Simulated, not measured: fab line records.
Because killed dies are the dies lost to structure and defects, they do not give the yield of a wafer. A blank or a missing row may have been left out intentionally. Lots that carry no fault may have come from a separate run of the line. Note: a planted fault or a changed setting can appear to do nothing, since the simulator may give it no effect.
Problem report in the 8D (eight disciplines) form, filled by code ; flow n5Finfet ; the parts of the form that need people (team, actions taken, sign-off) are left out

## 1. THE ISSUE
Wafers without a fault read 1500.1 rpm, standard deviation 1; spinSpeedRpm at N5_BEOL_M3_COAT_68 reads a mean of 1769.9 rpm on 6 wafers belonging to 2 lots. That is +99 or more standard deviations from the usual mean.
The step: time 60 s, resist thk 12 nm.
First observed at day 12 21:32: wafer L111.2, on lithoTrack-02. At this step, 12 wafers from 4 lots have a number in the record. By rule, "out" or "out of limits" means more than 4 standard deviations away from the usual mean. The rest of the wafers with a number are treated as sound.

## 2. WHAT IT IS, WHAT IT ISN'T
question;is;is not
which readings at this step;spinSpeedRpm;-
which lots;L111, L112;L113, L991
which wafers of those lots;all that have a number;-
read on which tools;lithoTrack-02;lithoTrack-04
when;from day 12 21:32;"up to then (3 sound wafers); but 3 sound wafers of L113 came after"

## 3. SUSPECTS, AND WHAT RULES EACH OUT
Counting: any tool at a process step up to the reading is kept as a suspect provided that every lot that is out went through it and no sound lot did after the first of them.
- lithoTrack-02 at N5_BEOL_M3_COAT_68 (time 60 s, resist thk 12 nm): kept. Every lot that is out went through it, starting with L111 (day 12 21:32), and after that it ran no sound lot; the last sound lot it ran before then is L991 (day 7 08:25). Its own spinSpeedRpm readings are out on those wafers.
Left after counting: lithoTrack-02 at N5_BEOL_M3_COAT_68.

## 4. THE CAUSE (what the simulator had put in)
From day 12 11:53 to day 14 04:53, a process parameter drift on lithoTrack-02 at N5_BEOL_M3_COAT_68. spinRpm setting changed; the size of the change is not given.
Counting left only this tool.

## 5. THE CHAIN OF EFFECTS, in route order
One row per reading whose mean, taken over the struck wafers that have a number, lies over 3 standard deviations from the usual. Only readings whose record carries a usual standard deviation are examined. hours: median over the lots of the time between each lot's start at the first step of this table that gives one and its start at this step. sigmas: the change, counted in usual standard deviations.
hours;step;reading;usual;on struck wafers;change;sigmas
0;N5_BEOL_M3_COAT_68;spinSpeedRpm;1500.1 rpm;1769.9;+269.8;+99 or more
Its process steps:
- N5_BEOL_M3_COAT_68: time 60 s, resist thk 12 nm.
Later measuring or inspecting steps at which every struck wafer that the step has a row for has a number for every such reading, and none has moved that far: N5_BEOL_M4_RC_MEAS_101.

## 6. WHAT WOULD HAVE CAUGHT IT SOONER
First out-of-limits reading in this record: day 12 21:32, which is 10 hours after fault onset at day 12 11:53.
